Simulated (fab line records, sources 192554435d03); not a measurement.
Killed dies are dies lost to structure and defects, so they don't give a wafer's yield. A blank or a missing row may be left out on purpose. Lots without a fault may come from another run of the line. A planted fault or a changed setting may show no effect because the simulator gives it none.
Which tool did it? | flow n5_finfet | 14 lots, 40 wafers sampled, at 1 step of a route of 1938

WHAT THE GAUGES READ, wafer by wafer
N5_BEOL_M0_SAQP_CD_MEAS_25: target cd 13.1 nm. Usual: cd_nm 12.77 nm, standard deviation 0.24.
lot  | measured     | on        | cd_nm (nm)        | flag
L884 | day 6 04:56  | cd_sem-02 | 12.61 12.95       |
L886 | day 6 16:43  | cd_sem-01 | 13.19 12.56 12.53 |
L887 | day 6 20:09  | cd_sem-03 | 12.81 12.54 12.71 |
L888 | day 7 01:44  | cd_sem-03 | 12.77 12.71 12.37 |
L890 | day 7 16:08  | cd_sem-01 | 12.49 12.62 12.42 |
L891 | day 7 20:14  | cd_sem-03 | 12.81 12.47 12.85 |
L892 | day 8 02:11  | cd_sem-02 | 12.94 12.58 12.68 |
L893 | day 8 12:50  | cd_sem-02 | 13.05 12.87 12.20 |
L898 | day 9 18:32  | cd_sem-02 | 12.59 12.72       |
L900 | day 10 06:25 | cd_sem-01 | 12.98 12.85 12.97 |
L901 | day 10 08:19 | cd_sem-03 | 12.86 12.57 12.81 |
L903 | day 10 21:16 | cd_sem-01 | 12.71 12.91 12.47 |
L904 | day 11 00:37 | cd_sem-02 | 12.93 12.80 12.75 |
L905 | day 11 09:44 | cd_sem-01 | 13.11 12.62 13.12 |

WHICH TOOL RAN EACH LOT (tool, then ch and the chambers of the sampled wafers, then the start)
The record holds no process step before these readings.

WHAT THE TOOLS THEMSELVES READ (means of the sampled wafers that have a number; where no wafer has one, the mark that the record gives instead)
The record holds no such reading with a usual standard deviation.

THE ANSWER, worked out from the rows above alone
Rule: a lot is off if the mean of its wafers that have a number lies more than 3 standard deviations from the usual mean. A lot without any number at a reading at which 4 lots or more have one is off too. The other lots that the step has rows for count as sound. The gauges are gone through in route order, then the tools' own readings, and for those a lot's mean is taken as printed above. The first step at which some lot is off is used, and at that step the reading that is off furthest; a lot without a number counts as furthest.
No lot is off at any reading shown: from this, nothing can be told.

WHAT THE SIMULATOR HAD PUT IN
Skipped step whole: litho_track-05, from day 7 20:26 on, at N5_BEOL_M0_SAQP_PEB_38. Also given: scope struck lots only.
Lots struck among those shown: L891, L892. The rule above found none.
